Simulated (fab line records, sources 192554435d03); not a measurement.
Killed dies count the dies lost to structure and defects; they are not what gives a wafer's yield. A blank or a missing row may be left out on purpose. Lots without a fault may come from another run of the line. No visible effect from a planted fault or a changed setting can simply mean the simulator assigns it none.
Chamber matching    flow n5_finfet    rie_diel-02 running N5_BEOL_M0_SAQP_CUT_ETCH_46: 4 sister chambers
The step etches SOC in N2/H2, target depth 135 nm, overetch 27 nm, time 202.5 s. 18 wafers are shown with their chamber, then 9 later ones without.

## EACH WAFER AND ITS CHAMBER
wafer   chamber  drypump_motor_current_A (A)  showerhead_plenum_p_Torr (Torr)  rf_vpp_V (V)
L077.1  3        6.15                         2.52                             522.0
L077.2  2        5.97                         2.55                             524.5
L077.5  2        5.97                         2.55                             524.4
L078.1  1        6.00                         2.69                             529.2
L078.2  2        5.96                         2.55                             524.8
L078.6  0        5.49                         2.49                             523.3
L081.2  0        5.48                         2.48                             523.0
L081.4  3        6.14                         2.52                             523.1
L081.6  1        5.97                         2.68                             528.0
L082.1  2        5.99                         2.54                             523.5
L082.2  1        5.98                         2.68                             528.1
L082.6  0        5.50                         2.48                             521.9
L085.1  2        5.95                         2.54                             522.7
L085.3  3        6.15                         2.52                             521.8
L085.6  2        5.93                         2.54                             523.2
L088.1  1        5.97                         2.68                             528.6
L088.3  0        5.48                         2.48                             522.7
L088.6  2        5.95                         2.54                             524.1

SIGNATURES (means of the wafers above)
reading                   chamber 0  chamber 1  chamber 2  chamber 3  scatter within a chamber
drypump_motor_current_A   5.4875     5.9800     5.9600     6.1467     0.015
showerhead_plenum_p_Torr  2.4825     2.6825     2.5443     2.5200     0.00479
rf_vpp_V                  522.725    528.475    523.886    522.300    0.683
Rule: for each reading, subtract the chamber's mean from the wafer's reading, divide by that reading's scatter and square the result; add these up over the readings and take the root, which gives the wafer's distance from the chamber. If the next closest chamber is less than 2 further off than the closest, the wafer can't be placed; otherwise it belongs to the closest. The scatter: the root of (the sum of the squares of (reading less its chamber's mean) over the shown wafers, divided by (wafers less chambers)).

## WAFERS WITH NO CHAMBER GIVEN
wafer   drypump_motor_current_A (A)  showerhead_plenum_p_Torr (Torr)  rf_vpp_V (V)
L091.4  6.00                         2.68                             526.1
L091.5  6.15                         2.51                             521.9
L091.6  5.96                         2.54                             522.6
L094.1  6.16                         2.51                             522.7
L094.3  6.01                         2.53                             522.8
L094.5  6.01                         2.53                             523.2
L095.3  5.49                         2.47                             523.0
L095.4  5.99                         2.67                             528.5
L095.5  6.18                         2.51                             521.6

## EACH ONE'S CHAMBER
wafer   from the rows above  in truth
L091.4  1                    1
L091.5  3                    3
L091.6  2                    2
L094.1  3                    3
L094.3  2                    2
L094.5  2                    2
L095.3  0                    0
L095.4  1                    1
L095.5  3                    3
Correctly placed: 9 of 9. From these rows, 0 cannot be placed. Wrongly placed: 0.
